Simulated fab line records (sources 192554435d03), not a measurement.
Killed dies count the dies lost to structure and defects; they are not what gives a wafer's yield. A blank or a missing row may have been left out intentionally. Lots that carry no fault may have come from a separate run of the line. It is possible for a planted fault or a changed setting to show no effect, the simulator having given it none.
Matching of chambers + flow n5_finfet + N5_HKMG_FIN_CMP_23 on cmp-04 has 4 sister chambers
The step polishes, stops on SiNx, t overpolish 10 s, target thk 46.326 nm. 24 wafers are shown with their chamber, then 12 later ones without.

## WAFERS, EACH WITH ITS CHAMBER
| wafer  | chamber | motor_current_A (A) | time_to_endpoint_s (s) | overpolish_run_s (s) |
|--------|---------|---------------------|------------------------|----------------------|
| L077.1 | 0       | 9.8                 | 9.8                    | 10.011               |
| L077.3 | 1       | 12.5                | 7.4                    | 9.984                |
| L077.6 | 3       | 14.3                | 11.0                   | 9.974                |
| L078.2 | 1       | 12.1                | 11.0                   | 10.006               |
| L078.3 | 0       | 9.9                 | 12.6                   | 10.007               |
| L078.6 | 0       | 10.5                | 12.0                   | 9.997                |
| L078.1 | 3       | 13.9                | 13.8                   | 10.007               |
| L078.4 | 2       | 10.7                | 15.9                   | 10.005               |
| L078.5 | 1       | 11.9                | 10.7                   | 9.997                |
| L081.1 | 0       | 10.1                | 12.3                   | 10.005               |
| L081.3 | 2       | 10.9                | 13.5                   | 10.013               |
| L081.6 | 2       | 10.4                | 13.7                   | 10.010               |
| L084.2 | 1       | 12.1                | 13.5                   | 10.001               |
| L084.5 | 1       | 12.1                | 12.0                   | 9.997                |
| L084.6 | 0       | 9.9                 | 10.9                   | 9.996                |
| L087.3 | 1       | 11.9                | 7.6                    | 10.004               |
| L087.4 | 0       | 9.7                 | 10.0                   | 9.986                |
| L087.5 | 1       | 12.2                | 8.4                    | 10.020               |
| L088.1 | 1       | 12.1                | 7.2                    | 10.008               |
| L088.2 | 3       | 14.2                | 12.2                   | 9.995                |
| L088.3 | 0       | 10.1                | 9.3                    | 9.983                |
| L089.1 | 3       | 14.3                | 11.7                   | 10.004               |
| L089.3 | 2       | 9.8                 | 11.8                   | 10.003               |
| L089.5 | 2       | 10.2                | 13.1                   | 10.006               |

SIGNATURES (averages over the wafers above)
| reading            | chamber 0 | chamber 1 | chamber 2 | chamber 3 | scatter within a chamber |
|--------------------|-----------|-----------|-----------|-----------|--------------------------|
| motor_current_A    | 10.000    | 12.113    | 10.400    | 14.175    | 0.275                    |
| time_to_endpoint_s | 10.986    | 9.725     | 13.600    | 12.175    | 1.78                     |
| overpolish_run_s   | 9.99786   | 10.00212  | 10.00740  | 9.99500   | 0.0104                   |
Rule: distance of a wafer from a chamber = root of the sum over the readings of ((wafer's reading minus chamber's mean) / reading's scatter) squared. The wafer belongs to the nearest chamber; if the next one is less than 2 further off, it can't be placed. The scatter: the root of (the sum of the squares of (reading less its chamber's mean) over the shown wafers, divided by (wafers less chambers)).

## WAFERS WITHOUT THEIR CHAMBER
| wafer  | motor_current_A (A) | time_to_endpoint_s (s) | overpolish_run_s (s) |
|--------|---------------------|------------------------|----------------------|
| L090.1 | 12.6                | 9.8                    | 10.009               |
| L090.2 | 14.2                | 14.6                   | 10.006               |
| L090.6 | 9.8                 | 12.1                   | 9.991                |
| L091.1 | 10.6                | 12.5                   | 9.997                |
| L091.4 | 12.3                | 10.5                   | 10.010               |
| L091.5 | 10.5                | 9.5                    | 10.001               |
| L093.2 | 12.5                | 8.5                    | 10.003               |
| L093.3 | 10.4                | 6.3                    | 9.992                |
| L093.6 | 14.0                | 10.9                   | 10.003               |
| L094.1 | 10.4                | 9.0                    | 9.988                |
| L094.2 | 11.4                | 5.5                    | 9.994                |
| L094.4 | 13.8                | 9.4                    | 9.999                |

## WHICH CHAMBER EACH WENT THROUGH
| wafer  | from the rows above     | in truth |
|--------|-------------------------|----------|
| L090.1 | 1                       | 1        |
| L090.2 | 3                       | 3        |
| L090.6 | can't be placed: 0 or 2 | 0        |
| L091.1 | can't be placed: 2 or 0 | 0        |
| L091.4 | 1                       | 1        |
| L091.5 | can't be placed: 0 or 2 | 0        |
| L093.2 | 1                       | 1        |
| L093.3 | can't be placed: 0 or 2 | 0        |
| L093.6 | 3                       | 3        |
| L094.1 | can't be placed: 0 or 2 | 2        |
| L094.2 | 1                       | 1        |
| L094.4 | 3                       | 3        |
Placed correctly: 7 of 12. Unplaceable from these rows: 5, with the true chamber sitting among the candidates in 5. Placed wrongly: 0.
